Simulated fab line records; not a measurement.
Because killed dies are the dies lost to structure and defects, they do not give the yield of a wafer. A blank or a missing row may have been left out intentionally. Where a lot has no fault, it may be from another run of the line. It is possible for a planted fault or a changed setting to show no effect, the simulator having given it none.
Chamber matching | flow nand_harc | NHARC_P_ZERO_WELL_DESCUM_39 on rie_diel-04 has 4 sister chambers
The step chemistry O2, time 3 s. 4 wafers are shown with their chamber, then 10 later ones without.

== WAFERS, EACH WITH ITS CHAMBER ==
wafer  | chamber | showerhead_plenum_p_Torr (Torr)
L079.2 | 3       | 1.85
L084.6 | 1       | 1.92
L085.1 | 0       | 2.06
L085.5 | 2       | 1.81

== WAFERS WITH NO CHAMBER GIVEN ==
wafer  | showerhead_plenum_p_Torr (Torr)
L085.6 | 1.92
L086.2 | 1.80
L086.3 | 2.06
L086.4 | 1.85
L086.1 | 1.91
L086.5 | 1.85
L086.6 | 2.06
L088.4 | 2.06
L088.5 | 1.91
L088.6 | 1.80

== CHAMBER TAKEN BY EACH ==
wafer  | from the rows above | in truth
L085.6 | 1                   | 1
L086.2 | 2                   | 2
L086.3 | 0                   | 0
L086.4 | 3                   | 3
L086.1 | 1                   | 1
L086.5 | 3                   | 3
L086.6 | 0                   | 0
L088.4 | 0                   | 0
L088.5 | 1                   | 1
L088.6 | 2                   | 2
Correctly placed: 10 of 10. From these rows, 0 cannot be placed. 0 placed wrongly.
How it was worked out, from the rows above alone: a wafer's distance from a chamber is the root of the sum, over the readings, of the square of ((its reading less the chamber's mean) divided by the reading's scatter). The wafer belongs to the nearest chamber; if the next one is less than 2 further off, it can't be placed. Each chamber's mean is taken over the wafers shown for it. The scatter: with one shown wafer a chamber, the root of the mean of the squares of how far each hidden wafer lies from its nearest shown one.
